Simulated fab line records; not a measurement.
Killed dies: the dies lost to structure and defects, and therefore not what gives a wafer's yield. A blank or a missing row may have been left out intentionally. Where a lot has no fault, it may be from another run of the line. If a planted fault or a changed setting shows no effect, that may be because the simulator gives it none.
Split-lot trial    flow n5_finfet    39 wafers read across 7 lots, on a route 1938 steps long

## THE SPLIT ITSELF
At N5_BEOL_M0_TRENCH_ETCH_107 (etches SiOC in C4F6/O2, target depth 32.8 nm, time 16.4 s), the setting target_depth_a was moved away from the recipe's 328 angstrom on 18 of the 39 wafers read, by -54.7% to +51.2%. All remaining wafers had this setting at the recipe value.

## SPLIT TO READING: what lies between them in the file, 1 step
- N5_BEOL_M0_STRIP_142: strips in N2/H2, time 10 s

## THE READING
trench_depth_nm, in nm, at N5_BEOL_M0_OCD_MEAS_108. A value of 32.7 nm with a standard deviation of 0.5 nm is what fault-free wafers of this fab line usually give.

wafer   tool, chamber at the split  target_depth_a as run, angstrom  against the recipe  trench_depth_nm, nm  against lot-mates on the recipe
L077.1  rie_diel-03, 3              328                              recipe              31.9                 -
L077.2  rie_diel-03, 0,2            148.6                            -54.7%              15.4                 -16.8
L077.3  rie_diel-03, 0,2            148.6                            -54.7%              14.7                 -17.5
L077.4  rie_diel-03, 1              328                              recipe              32.4                 -
L077.5  rie_diel-03, 1              328                              recipe              32.4                 -
L077.6  rie_diel-03, 2              148.6                            -54.7%              14.8                 -17.4
L079.1  rie_diel-06, 0              495.9                            +51.2%              50.4                 +17.7
L079.2  rie_diel-06, 2              328                              recipe              32.6                 -
L079.3  rie_diel-06, 3              328                              recipe              33.3                 -
L079.4  rie_diel-06, 1              495.9                            +51.2%              50.3                 +17.6
L079.5  rie_diel-06, 2              328                              recipe              32.2                 -
L079.6  rie_diel-06, 1              495.9                            +51.2%              49.8                 +17.1
L082.1  rie_diel-03, 1              236.9                            -27.8%              23.1                 -9.5
L082.2  rie_diel-03, 2              328                              recipe              32.9                 -
L082.3  rie_diel-03, 0              328                              recipe              32.9                 -
L082.4  rie_diel-03, 3              236.9                            -27.8%              23.0                 -9.6
L082.5  rie_diel-03, 0              236.9                            -27.8%              23.8                 -8.8
L082.6  rie_diel-03, 3              328                              recipe              32.1                 -
L089.1  rie_diel-01, 0,3            328                              recipe              33.2                 -
L089.2  rie_diel-01, 2              180.9                            -44.8%              18.4                 -14.5
L089.3  rie_diel-01, 1              328                              recipe              32.6                 -
L089.4  rie_diel-01, 0,3            328                              recipe              32.9                 -
L089.5  rie_diel-01, 2              180.9                            -44.8%              18.3                 -14.6
L089.6  rie_diel-01, 3              180.9                            -44.8%              18.6                 -14.3
L090.1  rie_diel-06, 3              328                              recipe              33.6                 -
L090.2  rie_diel-06, 2              172.5                            -47.4%              17.3                 -15.7
L090.3  rie_diel-06, 0              328                              recipe              32.6                 -
L090.4  rie_diel-06, 1              172.5                            -47.4%              17.1                 -15.9
L090.5  rie_diel-06, 2              328                              recipe              32.9                 -
L090.6  rie_diel-06, 1              172.5                            -47.4%              16.9                 -16.1
L091.1  rie_diel-06, 3              399                              +21.6%              40.1                 +7.4
L091.2  rie_diel-06, 0,2            399                              +21.6%              38.9                 +6.2
L091.3  rie_diel-06, 1              328                              recipe              32.5                 -
L091.4  rie_diel-06, 0,2            399                              +21.6%              39.2                 +6.5
L091.5  rie_diel-06, 0              328                              recipe              32.2                 -
L091.6  rie_diel-06, 3              328                              recipe              33.4                 -
L093.3  rie_diel-03, 3              328                              recipe              31.4                 -
L093.4  rie_diel-03, 2              328                              recipe              32.5                 -
L093.6  rie_diel-03, 2              328                              recipe              33.1                 -
The file does not say which wafer passed through which chamber wherever a row lists several chambers: such a row stands for several wafers.

FIT RESULTS
A straight line over all 39 wafers: trench_depth_nm changes by +0.329 nm for each +1% of target_depth_a; r = +1.00; the points scatter about the line by 0.53 nm.
The same after taking each lot's own level away (the mean of its wafers on the recipe; 39 wafers): +0.329 nm for each +1%; r = +1.00; scatter 0.52 nm.
That fit puts the effect of the largest move of target_depth_a on the reading at 18 nm.
Measured against the standard deviation above, the lots' own levels, which go from 32.23 to 33.03 nm, span 1.6 times it.
So the lot-to-lot level changes the slope little: the two slopes agree.
Check: for one of the wafers moved furthest among these (-54.7%), held out of the fit, the line's prediction against its lot-mates is -18 nm. Against them it came out at -16.8 nm.

## OTHER SPLITS ON THESE WAFERS
These wafers also went through other splits before the reading. Each is held against what the fit with the lots' levels taken away leaves over:
other split on the same wafers   wafers away from the commonest value  r with trench_depth_nm (lot level and that fit taken away)
N5_BEOL_M0_SAQP_PECVD_96 time_s  15                                    -0.07

## THE WHOLE CHAIN: every reading that the file lists as answering this split, in the file's order
step                        what it does                                               reading                                                                                change (the file's fit)                 r (the file's)
N5_BEOL_M0_TRENCH_ETCH_107  etches SiOC in C4F6/O2, target depth 32.8 nm, time 16.4 s  BEOL_M0.feature_depth_nm (the simulator's own value, which no gauge read)              +0.328 nm for each +1% of the setting   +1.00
N5_BEOL_M0_TRENCH_ETCH_107  etches SiOC in C4F6/O2, target depth 32.8 nm, time 16.4 s  TiN_of_BEOL_M0_SAQP_HM_DEP_02.thk_nm (the simulator's own value, which no gauge read)  -0.0131 nm for each +1% of the setting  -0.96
N5_BEOL_M0_OCD_MEAS_108                                                                trench_depth_nm                                                                        +0.328 nm for each +1% of the setting   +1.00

## THE FILE'S OWN FIT
trench_depth_nm changes by +0.328 nm for each +1% of target_depth_a, r = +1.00.
